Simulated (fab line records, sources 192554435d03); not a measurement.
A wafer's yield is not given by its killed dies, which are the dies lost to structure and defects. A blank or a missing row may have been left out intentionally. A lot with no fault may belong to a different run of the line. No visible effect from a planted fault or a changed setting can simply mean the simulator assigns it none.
Chamber matching	flow n5Finfet	N5_HKMG_FIN_ETCH_86 on rieDiel-03 has 4 sister chambers
The step etches SOC in N2/H2, stops on TiN, target depth 393.2 nm. 8 wafers are shown with their chamber, then 8 later ones without.

== WAFERS WITH THEIR CHAMBER ==
wafer	chamber	showerheadPlenumPTorr (Torr)	throttleValvePct (%)
L075.1	0	2.40	17.80
L083.5	0	2.40	17.84
L084.2	1	2.72	17.94
L084.5	2	2.43	18.11
L087.3	3	2.51	17.47
L087.4	3	2.51	17.48
L087.5	2	2.42	18.12
L090.1	1	2.72	17.94

== WAFERS WHOSE CHAMBER IS MISSING ==
wafer	showerheadPlenumPTorr (Torr)	throttleValvePct (%)
L090.4	2.51	17.50
L090.6	2.42	18.13
L094.3	2.50	17.51
L094.4	2.42	18.17
L094.5	2.71	17.49
L095.1	2.71	17.49
L095.3	2.71	17.98
L095.4	2.50	17.50

== EACH ONE'S CHAMBER ==
wafer	from the rows above	in truth
L090.4	3	3
L090.6	2	2
L094.3	3	3
L094.4	2	2
L094.5	1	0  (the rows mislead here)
L095.1	1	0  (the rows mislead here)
L095.3	1	1
L095.4	3	3
Correctly placed: 6 of 8. Not placeable from these rows: 0. 2 placed wrongly.
How it was worked out, from the rows above alone: a wafer's distance from a chamber is the root of the sum, over the readings, of the square of ((its reading less the chamber's mean) divided by the reading's scatter). The wafer belongs to the nearest chamber; if the next one is less than 2 further off, it can't be placed. The mean given for a chamber averages the wafers shown for that chamber. How the scatter is found: for the shown wafers, subtract from each reading the mean of its chamber, square and add these, divide the total by (wafers less chambers), then take the root.
